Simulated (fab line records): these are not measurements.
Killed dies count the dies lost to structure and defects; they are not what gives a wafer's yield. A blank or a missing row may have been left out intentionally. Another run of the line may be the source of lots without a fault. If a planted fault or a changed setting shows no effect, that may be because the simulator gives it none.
Lot-split experiment    flow n5_finfet    21 wafers read across 7 lots, on a route 1938 steps long

SPLIT DETAILS
At N5_BEOL_M9_ILD_DEP_00 (deposits SiCOH lowk from DEMS/porogen, target thk 308.51 nm, time 58 s), the setting time_s was moved away from the recipe's 58 s on 8 of the 21 wafers read, by -7.9% to +14.3%. All remaining wafers had this setting at the recipe value.

FROM SPLIT TO READING: 1 step shown by the file between the two
- N5_BEOL_M9_CURE_71: cures SiCOH lowk, time 240 s

THE READING
Values of M9_ILD_THK in nm from N5_BEOL_M9_THK_MEAS_01. A value of 269 nm with a standard deviation of 3 nm is what fault-free wafers of this fab line usually give.

wafer   tool, chamber at the split  time_s as run, s  against the recipe  M9_ILD_THK, nm  against lot-mates on the recipe
L076.1  pecvd-04, 0                 58                recipe              266             -
L076.4  pecvd-04, 1                 66.3              +14.3%              308             +40
L076.5  pecvd-04, 0                 58                recipe              270             -
L079.3  pecvd-04, 0                 58                recipe              268             -
L079.4  pecvd-04, 2                 58                recipe              275             -
L079.6  pecvd-04, 1                 58                recipe              269             -
L080.4  pecvd-04, 2,0               58                recipe              274             -
L080.5  pecvd-04, 2,0               58                recipe              274             -
L080.6  pecvd-04, 1                 58                recipe              271             -
L084.1  pecvd-03, 0                 54.37             -6.3%               251             -20
L084.4  pecvd-03, 2                 54.37             -6.3%               252             -19
L084.5  pecvd-03, 0                 58                recipe              271             -
L090.1  pecvd-04, 1                 65.94             +13.7%              307             +42
L090.2  pecvd-04, 0                 58                recipe              265             -
L090.4  pecvd-04, 0                 65.94             +13.7%              303             +38
L095.1  pecvd-02, 1                 53.42             -7.9%               242             -25
L095.2  pecvd-02, 0                 53.42             -7.9%               241             -26
L095.4  pecvd-02, 1                 58                recipe              267             -
L097.1  pecvd-04, 0                 58                recipe              265             -
L097.5  pecvd-04, 2                 54.3              -6.4%               252             -15
L097.6  pecvd-04, 0                 58                recipe              269             -
Rows listing several chambers each stand for several wafers; the file does not say which wafer went through which chamber.

THE FIT
A straight line over all 21 wafers: M9_ILD_THK changes by +2.8 nm for each +1% of time_s; r = +0.98; the points scatter about the line by 3.4 nm.
The same after taking each lot's own level away (the mean of its wafers on the recipe; 21 wafers): +2.93 nm for each +1%; r = +0.99; scatter 2.2 nm.
That fit puts the effect of the largest move of time_s on the reading at 42 nm.
The span of the lots' own levels, 265.0 to 273.0 nm, comes to 2.7 times the standard deviation stated above.
Hence the lot-to-lot level has little effect on the slope; both slopes agree.
Check: for one of the wafers moved furthest among these (+14.3%), held out of the fit, the line's prediction against its lot-mates is +42.3 nm. It came out at +40 nm against them.

THESE WAFERS: OTHER SPLITS
These wafers also went through other splits before the reading. Each is held against what the fit with the lots' levels taken away leaves over:
other split on the same wafers    wafers away from the commonest value  r with M9_ILD_THK (lot level and that fit taken away)
N5_BEOL_M4_COAT_67 spin_rpm       4                                     -0.14
N5_BEOL_M5_COAT_71 spin_rpm       8                                     +0.07
N5_BEOL_M5_ETCH_72 bias_w         12                                    +0.04
N5_BEOL_M7_ILD_DEP_00 time_s      10                                    +0.09
N5_BEOL_M7_VIA_ETCH_34 source_w   6                                     -0.18
N5_BEOL_M7_TRENCH_ETCH_37 bias_w  6                                     -0.26

THE WHOLE CHAIN: every reading that the file lists as answering this split, in the file's order
step                    what it does                                                            reading                                                                                   change (the file's fit)               r (the file's)
N5_BEOL_M9_ILD_DEP_00   deposits SiCOH lowk from DEMS/porogen, target thk 308.51 nm, time 58 s  SiCOH_lowk_of_BEOL_M9_ILD_DEP_00.thk_nm (the simulator's own value, which no gauge read)  +3.27 nm for each +1% of the setting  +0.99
N5_BEOL_M9_CURE_71      cures SiCOH lowk, time 240 s                                            SiCOH_lowk_of_BEOL_M9_ILD_DEP_00.thk_nm (the simulator's own value, which no gauge read)  +2.9 nm for each +1% of the setting   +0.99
N5_BEOL_M9_THK_MEAS_01                                                                          M9_ILD_THK                                                                                +2.9 for each +1% of the setting      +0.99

THE FILE'S OWN FIT
M9_ILD_THK changes by +2.9 nm for each +1% of time_s, r = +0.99.
